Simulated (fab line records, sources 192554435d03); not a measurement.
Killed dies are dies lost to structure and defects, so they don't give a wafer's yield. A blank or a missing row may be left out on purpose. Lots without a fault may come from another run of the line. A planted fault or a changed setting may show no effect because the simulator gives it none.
Chamber matching | flow n5_finfet | N5_BEOL_M2_ALD_98 on ald_sin-01: 4 sister chambers
The step deposits SiO2, target thk 2.5 nm, pulse time 1 s, co reactant pulse time 1 s. 22 wafers are shown with their chamber, then 11 later ones without.

WAFERS WITH THEIR CHAMBER
wafer  | chamber | heater_power_w (W) | susceptor_temp_C (C) | precursor_pulse_height_rel
L074.1 | 0       | 89                 | 100.16               | 1.009
L074.3 | 1       | 78                 | 99.87                | 0.985
L074.6 | 1       | 80                 | 100.09               | 0.934
L079.1 | 3       | 73                 | 99.94                | 0.996
L079.3 | 1       | 77                 | 100.03               | 1.016
L079.4 | 2       | 92                 | 99.83                | 0.979
L080.2 | 3       | 72                 | 99.97                | 1.003
L080.4 | 3       | 73                 | 100.09               | 1.008
L080.5 | 0       | 87                 | 99.74                | 0.992
L081.1 | 0       | 89                 | 100.14               | 1.009
L081.4 | 0       | 91                 | 100.08               | 1.022
L081.5 | 2       | 92                 | 100.27               | 1.030
L084.2 | 1       | 79                 | 100.07               | 0.966
L084.3 | 0       | 90                 | 100.08               | 0.979
L084.5 | 2       | 93                 | 100.13               | 1.045
L085.3 | 3       | 72                 | 100.04               | 0.989
L085.5 | 3       | 73                 | 100.02               | 0.988
L085.6 | 2       | 93                 | 100.24               | 0.979
L087.2 | 2       | 93                 | 99.99                | 1.016
L087.3 | 1       | 80                 | 99.91                | 1.027
L087.5 | 1       | 77                 | 99.73                | 1.002
L089.1 | 3       | 75                 | 99.96                | 0.954

SIGNATURES (means of the wafers above)
reading                    | chamber 0 | chamber 1 | chamber 2 | chamber 3 | scatter within a chamber
heater_power_w             | 89.20     | 78.50     | 92.60     | 73.00     | 1.19
susceptor_temp_C           | 100.0400  | 99.9500   | 100.0920  | 100.0033  | 0.142
precursor_pulse_height_rel | 1.00220   | 0.98833   | 1.00980   | 0.98967   | 0.0263
Rule: a wafer's distance from a chamber is the root of the sum, over the readings, of the square of ((its reading less the chamber's mean) divided by the reading's scatter). The wafer belongs to the nearest chamber; if the next one is less than 2 further off, it can't be placed. The scatter: the root of (the sum of the squares of (reading less its chamber's mean) over the shown wafers, divided by (wafers less chambers)).

WAFERS WITHOUT THEIR CHAMBER
wafer  | heater_power_w (W) | susceptor_temp_C (C) | precursor_pulse_height_rel
L089.5 | 76                 | 99.89                | 1.011
L089.6 | 72                 | 99.97                | 1.024
L088.1 | 92                 | 100.14               | 0.992
L088.4 | 73                 | 99.99                | 0.992
L088.5 | 79                 | 100.18               | 1.004
L090.1 | 73                 | 99.91                | 1.008
L090.3 | 93                 | 99.77                | 1.017
L090.5 | 73                 | 100.12               | 1.016
L097.1 | 78                 | 100.08               | 1.017
L097.2 | 73                 | 100.12               | 0.996
L097.3 | 93                 | 100.13               | 0.992

WHICH CHAMBER EACH WENT THROUGH
wafer  | from the rows above     | in truth
L089.5 | can't be placed: 1 or 3 | 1
L089.6 | 3                       | 3
L088.1 | can't be placed: 2 or 0 | 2
L088.4 | 3                       | 3
L088.5 | 1                       | 1
L090.1 | 3                       | 3
L090.3 | can't be placed: 2 or 0 | 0
L090.5 | 3                       | 3
L097.1 | 1                       | 1
L097.2 | 3                       | 3
L097.3 | 2                       | 2
Placed correctly: 8 of 11. Can't be placed from these rows: 3 (the true chamber is among the candidates in 3). Placed wrongly: 0.
